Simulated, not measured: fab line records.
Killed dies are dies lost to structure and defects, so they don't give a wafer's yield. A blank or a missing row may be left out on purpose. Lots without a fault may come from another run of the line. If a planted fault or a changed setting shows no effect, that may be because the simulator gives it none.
Chamber matching / flow n5Finfet / cmp-04 running N5_BEOL_M11_CMP_52: 4 sister chambers
The step polishes, stops on SiCOH lowk, t overpolish 7 s, target thk 140 nm. 8 wafers are shown with their chamber, then 7 later ones without.

EACH WAFER AND ITS CHAMBER
wafer=L077.5; chamber=2; motorCurrentA (A)=7.1; timeToEndpointS (s)=68
wafer=L089.2; chamber=1; motorCurrentA (A)=5.3; timeToEndpointS (s)=71
wafer=L089.3; chamber=0; motorCurrentA (A)=6.5; timeToEndpointS (s)=66
wafer=L088.1; chamber=2; motorCurrentA (A)=7.3; timeToEndpointS (s)=62
wafer=L088.5; chamber=0; motorCurrentA (A)=6.0; timeToEndpointS (s)=68
wafer=L088.6; chamber=3; motorCurrentA (A)=6.6; timeToEndpointS (s)=61
wafer=L090.1; chamber=3; motorCurrentA (A)=6.9; timeToEndpointS (s)=58
wafer=L090.3; chamber=1; motorCurrentA (A)=5.3; timeToEndpointS (s)=71

WAFERS MISSING THEIR CHAMBER
wafer=L090.5; motorCurrentA (A)=6.8; timeToEndpointS (s)=65
wafer=L096.4; motorCurrentA (A)=6.1; timeToEndpointS (s)=66
wafer=L096.5; motorCurrentA (A)=6.9; timeToEndpointS (s)=60
wafer=L096.6; motorCurrentA (A)=6.0; timeToEndpointS (s)=65
wafer=L097.2; motorCurrentA (A)=6.9; timeToEndpointS (s)=61
wafer=L097.4; motorCurrentA (A)=6.2; timeToEndpointS (s)=62
wafer=L097.6; motorCurrentA (A)=6.9; timeToEndpointS (s)=58

EACH ONE'S CHAMBER
wafer=L090.5; from the rows above=can't be placed: 2 or 3 or 0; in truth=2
wafer=L096.4; from the rows above=0; in truth=0
wafer=L096.5; from the rows above=can't be placed: 3 or 2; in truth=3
wafer=L096.6; from the rows above=0; in truth=0
wafer=L097.2; from the rows above=can't be placed: 3 or 2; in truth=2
wafer=L097.4; from the rows above=can't be placed: 0 or 3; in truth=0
wafer=L097.6; from the rows above=3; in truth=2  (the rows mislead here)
Correctly placed: 2 of 7. Cannot be placed on the basis of these rows: 4; the candidates contain the true chamber in 4. Number placed wrongly: 1.
How it was worked out, from the rows above alone: a wafer's distance from a chamber is the root of the sum, over the readings, of the square of ((its reading less the chamber's mean) divided by the reading's scatter). The wafer belongs to the nearest chamber; if the next one is less than 2 further off, it can't be placed. A chamber's mean is the mean of its shown wafers. The scatter: take each reading less its chamber's mean, square it, sum over the shown wafers, divide by the number of wafers less the number of chambers, and take the root.
